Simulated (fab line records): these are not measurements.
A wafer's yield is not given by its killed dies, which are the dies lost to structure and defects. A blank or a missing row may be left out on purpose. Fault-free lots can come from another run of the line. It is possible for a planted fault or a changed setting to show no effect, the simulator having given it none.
One fault through the eyes of 2 desks	flow n5Finfet	every desk sees just its own numbers, and what lay behind them comes last

== FROM THE METROLOGY DESK ==
What the gauges read for every lot (on any tool): the sampled wafers with a number, averaged. Any lot whose mean is over 4 standard deviations away from the usual mean is out of limits and marked OUT; that distance is given in the brackets. 7 of its 11 readings are shown, namely those furthest out on some lot.
Columns: A = cdNm at N5_BEOL_M0_SAQP_CD_MEAS_25, usual 12.80 nm; B = DIBL_N at N5_BEOL_M4_RC_MEAS_101, usual 35.9 mV/V; C = DIBL_P at N5_BEOL_M4_RC_MEAS_101, usual 35.9 mV/V; D = IOFF_N at N5_BEOL_M4_RC_MEAS_101, usual 0.149 nA/um; E = ION_N at N5_BEOL_M4_RC_MEAS_101, usual 671 uA/um; F = SS_N at N5_BEOL_M4_RC_MEAS_101, usual 71.4 mV/dec; G = VT_N at N5_BEOL_M4_RC_MEAS_101, usual 250.6 mV
lot	first seen here	A	B	C	D	E	F	G
L268	day 6 13:50	12.69	34.0	35.8	0.124	658	70.8	254.5
L269	day 6 21:43	13.20	36.9	36.9	0.154	668	71.3	249.8
L271	day 7 15:58	12.84	36.0	35.3	0.147	665	70.8	250.2
L281	day 10 01:36	12.83	36.9	38.1	0.170	680	71.5	248.0
L282	day 10 06:30	12.90	36.5	36.2	0.139	669	71.6	253.1
L284	day 10 22:33	12.96	37.6	37.3	0.175	682	72.0	247.0
L286	day 11 13:53	12.82	35.1	34.9	0.133	667	71.2	251.8
This desk's finding: nothing out of limits on any of the 7 lots.

== TOOL OWNER'S DESK, rieDiel-01 ==
The tool's own readings at N5_BEOL_M0_SAQP_ETCH_101 (etches SiNx in CH3F/O2, target depth 29.9 nm, time 42.7 s): means of the sampled wafers that have a number, for each lot that ran on this tool. Any lot whose mean is over 4 standard deviations away from the usual mean is out of limits and marked OUT; that distance is given in the brackets.
Columns: A = drypumpMotorCurrentA at N5_BEOL_M0_SAQP_ETCH_101, usual 5.7 A; B = oesProductAu at N5_BEOL_M0_SAQP_ETCH_101, usual 0.81 a.u.; C = rfVppV at N5_BEOL_M0_SAQP_ETCH_101, usual 298.1 V; D = showerheadPlenumPTorr at N5_BEOL_M0_SAQP_ETCH_101, usual 2.03 Torr; E = throttleValvePct at N5_BEOL_M0_SAQP_ETCH_101, usual 16.33 %
lot	first seen here	A	B	C	D	E
L268	day 6 13:52	6.0	0.90	295.8	2.03	16.36
L269	day 6 21:45	5.9	0.95	297.5	2.11	16.41
L271	day 7 16:01	5.8	0.81	299.0	2.08	16.52
L282	day 10 06:48	5.8	0.80	298.4	2.09	16.31
L286	day 11 13:55	6.0	0.78	296.5	2.09	16.48
This desk's finding: nothing out of limits on any of the 5 lots.

== ALL TOGETHER ==
From the metrology desk's view, nothing was out of limits.
The tool owner's desk saw nothing out of limits.

== WHAT THE SIMULATOR HAD INSERTED ==
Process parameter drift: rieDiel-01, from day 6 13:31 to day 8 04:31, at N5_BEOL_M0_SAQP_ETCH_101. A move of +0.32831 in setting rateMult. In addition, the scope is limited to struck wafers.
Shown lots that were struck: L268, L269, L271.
